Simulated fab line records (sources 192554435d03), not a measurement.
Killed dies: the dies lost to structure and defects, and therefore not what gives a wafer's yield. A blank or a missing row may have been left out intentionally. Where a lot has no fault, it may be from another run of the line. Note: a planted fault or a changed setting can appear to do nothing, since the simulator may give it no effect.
The same fault as seen by 3 desks -- flow n5-finfet -- every desk sees just its own numbers, and what lay behind them comes last

== FROM THE METROLOGY DESK ==
Lot by lot, what the gauges showed, no matter which tool ran the lot: averages of those sampled wafers that carry a number. A lot is out of limits, marked OUT, if its mean lies more than 4 standard deviations from the usual mean; the brackets give that distance. Only the readings that lie furthest out on some lot appear, 7 of the 13 it has.
Columns: A = IOFF_N at N5_BEOL_M4_RC_MEAS_101, usual 0.16 nA/um; B = IOFF_P at N5_BEOL_M4_RC_MEAS_101, usual 0.21 nA/um; C = ION_P at N5_BEOL_M4_RC_MEAS_101, usual 461 uA/um; D = VT_N at N5_BEOL_M4_RC_MEAS_101, usual 251 mV; E = VT_P at N5_BEOL_M4_RC_MEAS_101, usual -251 mV; F = cd-nm at N5_BEOL_M5_CD_MEAS_11, usual 28.08 nm; G = M5_OVL at N5_BEOL_M5_OVL_MEAS_12, usual 0.2 nm
lot,first seen here,A,B,C,D,E,F,G
L301,day 7 15:40,0.15,0.22,465,251,-252,28.19,-0.8
L308,day 9 17:38,0.17,0.23,470,249,-249,27.98,-0.8
L312,day 10 13:35,0.16,0.21,461,249,-249,28.72,-0.5
L313,day 10 20:19,0.14,0.18,461,251,-254,28.62,-0.4
L320,day 12 09:20,0.12,0.14,450,255,-259,27.85,0.8
L321,day 12 16:59,0.14,0.19,454,253,-253,28.05,0.7
Result from this desk: across the 6 lots, nothing is out of limits.

== FOR THE TOOL OWNER'S DESK: euv-scanner-01 ==
The tool's own readings at N5_BEOL_M5_EXPOSE_08 (exposes mask M5, target cd 28 nm): means of the sampled wafers that have a number, for each lot that ran on this tool. A lot is out of limits, marked OUT, if its mean lies more than 4 standard deviations from the usual mean; the brackets give that distance.
Columns: A = exposure-dose-mJ-cm2 at N5_BEOL_M5_EXPOSE_08, usual 35.73
lot,first seen here,A
L301,day 7 18:55,35.69
L312,day 10 19:41,36.45 (+19) OUT
L313,day 10 22:29,36.33 (+16) OUT
This desk finds L312, L313 out of limits, L312 being first, at day 10 19:41 (exposure-dose-mJ-cm2 at N5_BEOL_M5_EXPOSE_08). In limits: L301.

== THE DEFECT DESK ==
Per lot, the means of the sampled wafers with a number show what the inspections along the route counted. A lot is out of limits, marked OUT, if its mean lies more than 4 standard deviations from the usual mean; the brackets give that distance.
Columns: A = raw-defect-count at N5_BEOL_M5_INSPECT_13, usual 409
lot,first seen here,A
L301,day 7 19:08,422
L308,day 9 20:27,586
L312,day 10 19:54,389
L313,day 10 22:43,322
L320,day 12 11:41,493
L321,day 12 19:51,334
Result from this desk: across the 6 lots, nothing is out of limits.

== TAKEN TOGETHER ==
An alarm could have come from the tool owner's desk at day 10 19:41, on L312, L313.
The metrology desk saw nothing out of limits.
No out-of-limits result turned up at the defect desk.
The metrology desk holds a record of L312, L313, inside its limits.
The defect desk has L312, L313 on record, within its limits.
On euv-scanner-01, each named lot ran N5_BEOL_M5_EXPOSE_08.

== WHAT THE SIMULATOR HAD PUT IN ==
Drift in process parameters on euv-scanner-01 at N5_BEOL_M5_EXPOSE_08, starting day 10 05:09. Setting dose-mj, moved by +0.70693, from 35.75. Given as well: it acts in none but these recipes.
Struck lots among those shown: L312, L313.
How many hours passed from the start of the fault until each desk's first out-of-limits reading: the tool owner's desk, 15.
